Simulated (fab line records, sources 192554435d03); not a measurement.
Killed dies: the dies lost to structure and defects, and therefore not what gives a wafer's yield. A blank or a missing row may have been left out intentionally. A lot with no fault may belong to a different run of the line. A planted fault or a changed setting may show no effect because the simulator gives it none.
fab line records	flow n5Finfet	part 1 of 2: steps 1 to 16 of 26
record lots=5	wafers=15	lastDay=17
route steps=1938 shown MOL_CONTACT_COAG@601
lots untouched by any fault: they come from a run of this same line in which no faults occurred
startH: start of the lot's first displayed wafer, in hours after the record's first day	waitH: hours since the lot's step before	" the same as in the row above	L1.1+2: one row covering several wafers at once	- no value, or no start given	* or withheld: withheld	< > ~ a bound
route shown NAME@n: a module of which the file shows steps, and the number in the route of the first	usual: the fault-free wafers' mean and standard deviation	same: alike in all rows	chamber/n: place in a boat	sites: the reading at each site	_std_site: the values' standard deviation	_edge_site: inner sites' mean taken away from outer sites' mean	radiusMm: how far each site lies from the wafer's centre	mask NAME#n: copy n	behind: the last tool/chamber to shape the wafer	hold: reason for holding the lot/hours on hold/outcome of the hold	device: transistor that didn't switch, given as n, p or np	end of line: tests of these same wafers at the route's end	step lacking rows: just its recipe	killed: at the first sort, the dies lost to defects and structure; wafer yield is something else	map: shows each die of a wafer: x if killed, . if not, _ if none is there
set.NAME: the run value of the setting; set.NAME@STEP: its run value at that earlier step	model.NAME: the simulator's own value behind a step, which no gauge read
lots seen at some steps along the route; tables by step, rows by wafer
services: the hour from which a tool's chamber was out of use, counted from the record's first day as startH (under 0 if before that day), plus the number of hours and why
## steps
# step N5_MOL_CONTACT_COAG_DEVELOP_39
# recipe developTimeS=30	developer=TMAH	resist=CAR-EUV	rinseLiquid=surfactantRinse	dry=airSpin	devTempC=23
lot.wafer	tool	chamber	startH	waitH
L081.1+5+6	lithoTrack-02	0	-	-
L083.4+5+6	lithoTrack-05	0	-	-
L086.1+4+5	lithoTrack-03	0	-	-
L087.2+4+5	lithoTrack-05	0	-	-
L096.2+3+6	lithoTrack-03	0	-	-
# step N5_MOL_CONTACT_COAG_CD_MEAS_40
# recipe targetCdNm=25.1	landingEnergyEv=500	detector=seInlens	polarity=opening
# usual cdNm=25.12/0.22
lot.wafer	tool	chamber	startH	waitH	cdNm
L081.1	cdSem-02	0	145.34	-	25.48
L081.5	"	0	"	"	25.47
L081.6	"	0	"	"	25.23
L083.4	cdSem-02	0	152.28	-	24.80
L083.5	"	0	"	"	24.95
L083.6	"	0	"	"	25.20
L086.1	cdSem-01	0	177.56	-	25.24
L086.4	"	0	"	"	24.93
L086.5	"	0	"	"	25.07
L087.2	cdSem-02	0	180.19	-	25.25
L087.4	"	0	"	"	25.17
L087.5	"	0	"	"	24.96
L096.2	cdSem-02	0	238.91	-	24.92
L096.3	"	0	"	"	25.31
L096.6	"	0	"	"	25.31
# step N5_MOL_CONTACT_COAG_OVL_MEAS_41
# recipe pointsPerWafer=522
# usual VD_OVL=0.0/0.74
lot.wafer	tool	chamber	startH	waitH	VD_OVL[nm]
L081.1	overlay-01	0	145.37	0.0	0.4
L081.5	"	0	"	"	0.5
L081.6	"	0	"	"	0.0
L083.4	overlay-02	0	152.32	0.0	-0.2
L083.5	"	0	"	"	-0.2
L083.6	"	0	"	"	-0.2
L086.1	overlay-01	0	177.59	0.0	1.7
L086.4	"	0	"	"	1.2
L086.5	"	0	"	"	1.1
L087.2	overlay-02	0	180.23	0.0	0.7
L087.4	"	0	"	"	0.6
L087.5	"	0	"	"	-0.5
L096.2	overlay-01	0	238.94	0.0	-0.8
L096.3	"	0	"	"	0.3
L096.6	"	0	"	"	-0.6
# step N5_MOL_CONTACT_COAG_INSPECT_42
# recipe mode=adi	inspectInstrument=brightfield
# usual rawDefectCount=209/84
lot.wafer	tool	chamber	startH	waitH	rawDefectCount
L081.1	defectInspect-01	-	145.43	0.1	292
L081.5	"	-	"	"	297
L081.6	"	-	"	"	252
L083.4	defectInspect-01	-	152.36	0.0	166
L083.5	"	-	"	"	217
L083.6	"	-	"	"	156
L086.1	defectInspect-01	-	177.65	0.1	82
L086.4	"	-	"	"	130
L086.5	"	-	"	"	138
L087.2	defectInspect-01	-	180.28	0.0	190
L087.4	"	-	"	"	173
L087.5	"	-	"	"	127
L096.2	defectInspect-01	-	239.00	0.0	110
L096.3	"	-	"	"	240
L096.6	"	-	"	"	164
# step N5_MOL_CONTACT_COAG_DESCUM_45
# recipe chemistry=O2	timeS=7	sourcePowerW=50	biasPowerW=20	pressureMtorr=20	rfFrequencyHz=2.712e+07	tempC=40	resist=CAR-EUV	o2FlowSccm=225
# usual drypumpMotorCurrentA=5.6/0.38	oesProductAu=0.80/0.088	rfVppV=243.1/1.3	showerheadPlenumPTorr=2.08/0.066	throttleValvePct=20.38/0.26
lot.wafer	tool	chamber	startH	waitH	drypumpMotorCurrentA	oesProductAu	rfHoursCounterH	rfVppV	showerheadPlenumPTorr	throttleValvePct
L081.1	rieDiel-05	0	145.73	0.3	5.5	0.90	27	242.8	2.04	20.10
L081.5	"	1	"	"	6.1	0.95	-	244.6	2.15	20.11
L081.6	"	2	"	"	5.6	0.89	-	242.2	2.03	20.54
L083.4	rieDiel-05	2	152.75	0.4	5.7	0.87	59	243.6	2.02	20.54
L083.5	"	0	"	"	5.5	0.88	-	242.6	2.04	20.11
L083.6	"	3	"	"	5.0	0.92	-	246.9	2.23	20.24
L086.1	rieDiel-01	2	177.69	0.0	5.3	0.77	115	241.7	2.03	20.28
L086.4	"	3	"	"	5.3	0.80	96	242.5	2.03	20.05
L086.5	"	2	"	"	5.3	0.78	-	240.3	2.03	20.30
L087.2	rieDiel-01	2	180.35	0.1	5.3	0.77	116	243.9	2.03	20.29
L087.4	"	3	"	"	5.4	0.80	97	242.3	2.03	20.05
L087.5	"	3	"	"	5.3	0.80	-	242.2	2.03	20.05
L096.2	rieDiel-01	0	239.15	0.2	6.2	0.68	247	242.2	2.06	20.83
L096.3	"	1	"	"	5.7	0.68	245	243.3	2.06	20.59
L096.6	"	2	"	"	5.3	0.76	-	241.4	2.02	20.34
# step N5_MOL_CONTACT_COAG_ETCH_65
# recipe chemistry=N2/H2	target=underlayer	targetDepthA=130	maskMaterial=CAR-EUV	timeS=10.4	ionEnergyEv=200	pressureMtorr=30	sourceW=840	biasW=150	n2FlowSccm=200	h2FlowSccm=200	ends=cleared
# usual drypumpMotorCurrentA=5.6/0.38	etchRfOnTimeS=10.34/0.19	oesProductAu=0.69/0.076	rfVppV=523.4/2.4	showerheadPlenumPTorr=2.52/0.079	throttleValvePct=17.82/0.26
lot.wafer	tool	chamber	startH	waitH	drypumpMotorCurrentA	etchRfOnTimeS	oesProductAu	rfHoursCounterH	rfVppV	showerheadPlenumPTorr	throttleValvePct
L081.1	rieDiel-05	0	145.76	0.0	5.5	10.29	0.76	27	523.5	2.48	17.55
L081.5	"	1	"	"	6.1	10.20	0.82	-	526.5	2.59	17.52
L081.6	"	2	"	"	5.7	9.98	0.77	-	522.6	2.47	17.98
L083.4	rieDiel-05	2	152.78	0.0	5.6	9.90	0.76	59	521.6	2.47	17.98
L083.5	"	0	"	"	5.5	10.27	0.76	-	522.6	2.48	17.56
L083.6	"	3	"	"	5.0	10.14	0.78	-	528.7	2.71	17.54
L086.1	rieDiel-01	2	177.72	0.0	5.3	10.40	0.66	115	520.7	2.45	17.76
L086.4	"	3	"	"	5.3	10.57	0.68	96	521.2	2.46	17.56
L086.5	"	2	"	"	5.3	10.37	0.65	-	521.6	2.45	17.77
L087.2	rieDiel-01	2	180.38	0.0	5.3	10.60	0.66	116	520.8	2.45	17.78
L087.4	"	3	"	"	5.4	10.58	0.69	97	520.1	2.46	17.56
L087.5	"	3	"	"	5.3	10.58	0.68	-	521.7	2.46	17.57
L096.2	rieDiel-01	0	239.19	0.0	6.2	10.35	0.59	247	524.9	2.51	18.33
L096.3	"	1	"	"	5.7	10.37	0.58	245	522.3	2.50	18.02
L096.6	"	2	"	"	5.3	10.22	0.65	-	520.5	2.44	17.83
# step N5_MOL_CONTACT_COAG_ETCH_66
# recipe chemistry=CF4	target=SiARC	targetDepthA=130	maskMaterial=CAR-EUV	timeS=21.7	ionEnergyEv=80	pressureMtorr=40	sourceW=545	biasW=36	Ar_flow_sccm=100	cf4FlowSccm=100	ends=cleared
# usual drypumpMotorCurrentA=5.6/0.38	etchRfOnTimeS=21.5/0.35	mfcArSccm=100.0/0.3	oesProductAu=0.69/0.075	rfVppV=183.8/1.1	showerheadPlenumPTorr=2.13/0.063	throttleValvePct=15.57/0.28
lot.wafer	tool	chamber	startH	waitH	drypumpMotorCurrentA	etchRfOnTimeS	mfcArSccm	oesProductAu	rfHoursCounterH	rfVppV	showerheadPlenumPTorr	throttleValvePct
L081.1	rieDiel-05	0	145.78	0.0	5.5	21.2	99.5	0.77	27	183.1	2.11	15.33
L081.5	"	1	"	"	6.1	20.8	100.2	0.83	-	185.2	2.19	15.24
L081.6	"	2	"	"	5.7	20.8	100.2	0.76	-	182.8	2.09	15.73
L083.4	rieDiel-05	2	152.80	0.0	5.7	21.2	100.2	0.75	59	182.5	2.09	15.76
L083.5	"	0	"	"	5.5	21.5	100.2	0.75	-	182.2	2.10	15.34
L083.6	"	3	"	"	5.0	21.4	100.2	0.77	-	185.5	2.27	15.42
L086.1	rieDiel-01	2	177.74	0.0	5.2	21.5	100.1	0.67	115	181.8	2.07	15.42
L086.4	"	3	"	"	5.4	21.6	100.2	0.69	96	183.2	2.07	15.24
L086.5	"	2	"	"	5.3	21.3	99.6	0.67	-	183.9	2.07	15.42
L087.2	rieDiel-01	2	180.40	0.0	5.3	21.4	100.0	0.67	116	182.9	2.07	15.43
L087.4	"	3	"	"	5.3	21.7	100.3	0.69	97	183.0	2.07	15.23
L087.5	"	3	"	"	5.4	21.7	100.4	0.68	-	184.6	2.07	15.24
L096.2	rieDiel-01	0	239.21	0.0	6.2	22.0	100.2	0.58	247	183.2	2.11	16.07
L096.3	"	1	"	"	5.7	21.7	99.3	0.58	245	184.8	2.12	15.85
L096.6	"	2	"	"	5.3	21.5	100.3	0.66	-	182.2	2.06	15.48
# step N5_MOL_CONTACT_COAG_ALD_133
# recipe material=SiO2	targetThkA=50	tempC=100	aldPrecursorFamily=BDEAS	aldCoReactant=O2-plasma	pulseTimeS=1	coReactantPulseTimeS=1	purgeTimeS=2	coReactantPurgeTimeS=2	aldCycles=35	pressureTorr=2
# usual heaterPowerW=80/7.1	precursorPulseHeightRel=1.000/0.02
# same coReactantPurgeTimeS=2
lot.wafer	tool	chamber	startH	waitH	heaterPowerW	precursorPulseHeightRel
L081.1	aldSin-04	0	145.86	0.1	87	1.009
L081.5	"	0	"	"	89	1.031
L081.6	"	3	"	"	87	1.026
L083.4	aldSin-01	2	152.88	0.1	80	1.011
L083.5	"	2	"	"	79	0.984
L083.6	"	1	"	"	90	0.999
L086.1	aldSin-01	1	177.94	0.2	89	0.991
L086.4	"	3	"	"	68	0.999
L086.5	"	0	"	"	75	0.974
L087.2	aldSin-03	1	180.48	0.1	85	1.009
L087.4	"	2	"	"	70	1.039
L087.5	"	1	"	"	82	0.981
L096.2	aldSin-01	3	239.29	0.1	67	1.017
L096.3	"	2	"	"	83	0.989
L096.6	"	0	"	"	75	0.958
# step N5_MOL_CONTACT_COAG_ETCHBACK_134
# recipe chemistry=CHF3	target=SiO2	targetDepthA=100	timeS=6.7	ionEnergyEv=200	pressureMtorr=30	sourceW=610	biasW=170	Ar_flow_sccm=200	CHF3_flow_sccm=50
# usual drypumpMotorCurrentA=5.6/0.43	mfcArSccm=199.9/0.57	oesProductAu=0.79/0.082	rfVppV=522/4	showerheadPlenumPTorr=2.39/0.082	throttleValvePct=18.74/0.28
lot.wafer	tool	chamber	startH	waitH	drypumpMotorCurrentA	mfcArSccm	oesProductAu	rfHoursCounterH	rfVppV	showerheadPlenumPTorr	throttleValvePct
L081.1	rieDiel-01	3	146.04	0.1	5.4	199.0	0.81	86	525	2.31	18.35
L081.5	"	2	"	"	5.3	200.2	0.79	-	518	2.29	18.45
L081.6	"	3	"	"	5.3	199.0	0.81	-	526	2.31	18.33
L083.4	rieDiel-06	1	153.13	0.2	6.3	200.4	0.88	-	518	2.53	18.80
L083.5	"	2	"	"	5.8	200.0	0.71	-	518	2.36	18.92
L083.6	"	3	"	"	5.7	199.5	0.69	-	527	2.45	19.13
L086.1	rieDiel-06	0	178.12	0.1	4.8	200.8	0.85	61	523	2.51	18.88
L086.4	"	3	"	"	5.7	199.3	0.69	236	526	2.45	19.16
L086.5	"	0	"	"	4.8	200.0	0.85	-	526	2.51	18.86
L087.2	rieDiel-01	2	180.66	0.1	5.3	199.9	0.78	116	519	2.29	18.49
L087.4	"	0	"	"	6.2	199.3	0.70	225	518	2.36	19.16
L087.5	"	3	"	"	5.4	199.4	0.81	-	524	2.31	18.34
L096.2	rieDiel-06	2	239.47	0.1	5.8	200.1	0.69	234	516	2.35	18.96
L096.3	"	1	"	"	6.3	198.6	0.84	63	518	2.52	18.83
L096.6	"	2	"	"	5.8	199.9	0.69	-	517	2.35	18.97
# step N5_MOL_CONTACT_COAG_ETCH_67
# recipe chemistry=N2/H2	target=SOC	targetDepthA=600	overetchA=210	maskMaterial=SiARC	tempC=40	timeS=101.2	ionEnergyEv=200	pressureMtorr=30	sourceW=840	biasW=150	n2FlowSccm=200	h2FlowSccm=200
# usual drypumpMotorCurrentA=5.6/0.43	oesProductAu=0.67/0.065	rfVppV=524.2/2.6	showerheadPlenumPTorr=2.55/0.09	throttleValvePct=17.84/0.25
lot.wafer	tool	chamber	startH	waitH	drypumpMotorCurrentA	oesProductAu	rfHoursCounterH	rfVppV	showerheadPlenumPTorr	throttleValvePct
L081.1	rieDiel-01	3	146.07	0.0	5.4	0.69	86	521.0	2.46	17.51
L081.5	"	2	"	"	5.3	0.66	-	521.4	2.46	17.73
L081.6	"	3	"	"	5.4	0.68	-	520.7	2.46	17.50
L083.4	rieDiel-06	1	153.18	0.0	6.3	0.73	-	528.0	2.71	17.89
L083.5	"	2	"	"	5.8	0.60	-	523.2	2.52	17.98
L083.6	"	3	"	"	5.7	0.58	-	526.7	2.61	18.17
L086.1	rieDiel-06	0	178.15	0.0	4.8	0.70	61	527.1	2.68	17.83
L086.4	"	3	"	"	5.7	0.58	236	526.6	2.61	18.20
L086.5	"	0	"	"	4.8	0.71	-	527.7	2.68	17.84
L087.2	rieDiel-01	2	180.70	0.0	5.3	0.65	116	521.5	2.45	17.75
L087.4	"	0	"	"	6.2	0.58	225	522.6	2.52	18.26
L087.5	"	3	"	"	5.3	0.68	-	521.7	2.46	17.53
L096.2	rieDiel-06	2	239.50	0.0	5.8	0.59	234	522.3	2.51	18.04
L096.3	"	1	"	"	6.3	0.70	63	527.7	2.69	17.96
L096.6	"	2	"	"	5.8	0.59	-	523.6	2.51	18.04
# step N5_MOL_CONTACT_COAG_STRIP_68
# recipe chemistry=N2/H2	tempC=40	n2FlowSccm=200	h2FlowSccm=200	rfFrequencyHz=6e+07
lot.wafer	tool	chamber	startH	waitH
L081.1+5+6	rieDiel-01	3,2,3	146.14	0.0
L083.4+5+6	rieDiel-06	1,2,3	153.22	0.0
L086.1+4+5	rieDiel-06	0,3,0	178.22	0.0
L087.2+4+5	rieDiel-01	2,0,3	180.77	0.0
L096.2+3+6	rieDiel-06	2,1,2	239.57	0.0
# step N5_MOL_CONTACT_COAG_STRIP_69
# recipe chemistry=N2/H2	tempC=40	n2FlowSccm=200	h2FlowSccm=200	rfFrequencyHz=6e+07
lot.wafer	tool	chamber	startH	waitH
L081.1+5+6	rieDiel-01	3,2,3	146.15	0.0
L083.4+5+6	rieDiel-06	1,2,3	153.23	0.0
L086.1+4+5	rieDiel-06	0,3,0	178.23	0.0
L087.2+4+5	rieDiel-01	2,0,3	180.78	0.0
L096.2+3+6	rieDiel-06	2,1,2	239.58	0.0
# step N5_MOL_CONTACT_COAG_ETCHBACK_136
# recipe chemistry=CHF3	target=SiO2	targetDepthA=250	timeS=16.7	ionEnergyEv=200	pressureMtorr=30	sourceW=610	biasW=170	Ar_flow_sccm=200	CHF3_flow_sccm=50
# usual drypumpMotorCurrentA=5.6/0.43	mfcArSccm=200.1/0.63	oesProductAu=0.79/0.082	rfVppV=522/4	showerheadPlenumPTorr=2.39/0.082	throttleValvePct=18.74/0.28
lot.wafer	tool	chamber	startH	waitH	drypumpMotorCurrentA	mfcArSccm	oesProductAu	rfHoursCounterH	rfVppV	showerheadPlenumPTorr	throttleValvePct
L081.1	rieDiel-01	3	146.16	0.0	5.3	198.8	0.81	86	525	2.31	18.33
L081.5	"	2	"	"	5.3	200.6	0.78	-	518	2.29	18.46
L081.6	"	3	"	"	5.4	199.3	0.82	-	526	2.31	18.33
L083.4	rieDiel-06	1	153.25	0.0	6.2	199.6	0.89	-	517	2.53	18.78
L083.5	"	2	"	"	5.8	200.9	0.72	-	517	2.36	18.92
L083.6	"	3	"	"	5.7	200.4	0.69	-	526	2.45	19.13
L086.1	rieDiel-06	0	178.24	0.0	4.8	200.3	0.84	61	525	2.51	18.86
L086.4	"	3	"	"	5.7	200.4	0.68	237	528	2.45	19.17
L086.5	"	0	"	"	4.8	200.5	0.85	-	527	2.51	18.85
L087.2	rieDiel-01	2	180.79	0.0	5.3	199.6	0.78	116	519	2.29	18.47
L087.4	"	0	"	"	6.2	199.4	0.69	225	518	2.36	19.15
L087.5	"	3	"	"	5.3	198.3	0.81	-	526	2.31	18.36
L096.2	rieDiel-06	2	239.59	0.0	5.8	200.3	0.69	234	518	2.35	18.98
L096.3	"	1	"	"	6.2	199.3	0.84	63	520	2.52	18.85
L096.6	"	2	"	"	5.8	200.3	0.69	-	518	2.35	18.96
# step N5_MOL_CONTACT_COAG_STRIP_120
# recipe chemistry=CHF3	resist=SiARC	rfFrequencyHz=6e+07
lot.wafer	tool	chamber	startH	waitH
L081.1+5+6	rieDiel-01	3,2,3	146.19	0.0
L083.4+5+6	rieDiel-06	1,2,3	153.27	0.0
L086.1+4+5	rieDiel-06	0,3,0	178.27	0.0
L087.2+4+5	rieDiel-01	2,0,3	180.81	0.0
L096.2+3+6	rieDiel-06	2,1,2	239.61	0.0
# step N5_MOL_CONTACT_COAG_VIA_ETCH_117
# recipe chemistry=C4F6/O2	targetDepthA=400	overetchA=80	maskMaterial=SOC	target=SiO2	biasW=455	pressureMtorr=10	timeS=26	sourceW=325	Ar_flow_sccm=300	C4F6_flow_sccm=10	O2_flow_sccm=10	ionEnergyEv=575.3	ends=endPoint
# usual O2_flow_sccm=10.00/0.031	drypumpMotorCurrentA=5.6/0.43	mfcArSccm=300.0/0.97	oesProductAu=0.71/0.067	rfVppV=1581/11	showerheadPlenumPTorr=2.85/0.098	throttleValvePct=41.1/0.3
lot.wafer	tool	chamber	startH	waitH	O2_flow_sccm	drypumpMotorCurrentA	mfcArSccm	oesProductAu	rfHoursCounterH	rfVppV	showerheadPlenumPTorr	throttleValvePct
L081.1	rieDiel-01	3	146.20	0.0	9.99	5.4	301.7	0.73	86	1589	2.76	40.5
L081.5	"	2	"	"	9.98	5.3	299.8	0.71	-	1573	2.74	40.9
L081.6	"	3	"	"	9.99	5.4	299.9	0.73	-	1590	2.76	40.5
L083.4	rieDiel-06	1	153.29	0.0	9.99	6.2	301.1	0.79	-	1570	3.02	41.3
L083.5	"	2	"	"	10.03	5.8	301.4	0.65	-	1569	2.82	41.1
L083.6	"	3	"	"	9.98	5.7	300.2	0.62	-	1594	2.92	41.5
L086.1	rieDiel-06	0	178.28	0.0	9.98	4.8	299.7	0.77	61	1591	2.99	41.1
L086.4	"	3	"	"	10.05	5.7	298.4	0.62	237	1593	2.92	41.5
L086.5	"	0	"	"	9.96	4.8	299.1	0.76	-	1590	2.99	41.1
L087.2	rieDiel-01	2	180.82	0.0	9.98	5.3	300.8	0.69	116	1571	2.73	40.9
L087.4	"	0	"	"	9.96	6.2	297.9	0.63	225	1571	2.82	41.4
L087.5	"	3	"	"	10.06	5.3	299.7	0.72	-	1588	2.75	40.6
L096.2	rieDiel-06	2	239.62	0.0	9.99	5.8	298.8	0.63	234	1569	2.80	41.1
L096.3	"	1	"	"	9.98	6.3	301.0	0.74	63	1571	3.01	41.4
L096.6	"	2	"	"	9.99	5.8	300.6	0.62	-	1570	2.80	41.1
# step N5_MOL_CONTACT_COAG_ETCH_124
# recipe chemistry=CH3F/O2	target=SiNx	targetDepthA=65	maskMaterial=SOC	stopOn=SiOC	overEtchFrac=0.3	ionEnergyEv=120	pressureMtorr=30	sourceW=395	biasW=73	Ar_flow_sccm=150	CH3F_flow_sccm=30	O2_flow_sccm=20	ends=endPoint
# usual O2_flow_sccm=20.00/0.057	drypumpMotorCurrentA=5.6/0.43	mfcArSccm=150.0/0.47	oesProductAu=0.68/0.066	rfVppV=296.4/2.3	showerheadPlenumPTorr=2.01/0.072	throttleValvePct=16.34/0.28
lot.wafer	tool	chamber	startH	waitH	O2_flow_sccm	drypumpMotorCurrentA	mfcArSccm	oesProductAu	rfHoursCounterH	rfVppV	showerheadPlenumPTorr	throttleValvePct
L081.1	rieDiel-01	3	146.22	0.0	19.92	5.3	150.5	0.70	86	298.8	1.94	15.94
L081.5	"	2	"	"	19.95	5.2	149.5	0.67	-	295.1	1.93	16.06
L081.6	"	3	"	"	19.89	5.3	150.6	0.70	-	297.5	1.94	15.94
L083.4	rieDiel-06	1	153.32	0.0	19.95	6.2	150.4	0.76	-	295.0	2.13	16.35
L083.5	"	2	"	"	19.98	5.8	150.8	0.63	-	293.6	1.98	16.54
L083.6	"	3	"	"	19.99	5.7	149.2	0.60	-	298.2	2.06	16.75
L086.1	rieDiel-06	0	178.30	0.0	19.99	4.8	149.7	0.73	61	297.8	2.11	16.45
L086.4	"	3	"	"	19.97	5.7	149.8	0.59	237	300.5	2.06	16.76
L086.5	"	0	"	"	19.96	4.8	150.2	0.72	-	297.9	2.11	16.41
L087.2	rieDiel-01	2	180.85	0.0	20.00	5.2	149.3	0.67	116	294.3	1.92	16.11
L087.4	"	0	"	"	20.00	6.2	149.8	0.60	225	294.4	1.98	16.77
L087.5	"	3	"	"	19.90	5.4	150.2	0.68	-	297.8	1.94	15.95
L096.2	rieDiel-06	2	239.65	0.0	19.93	5.8	150.9	0.60	234	293.7	1.97	16.59
L096.3	"	1	"	"	20.06	6.2	149.9	0.72	63	293.1	2.12	16.40
L096.6	"	2	"	"	20.06	5.8	150.4	0.60	-	293.8	1.97	16.59
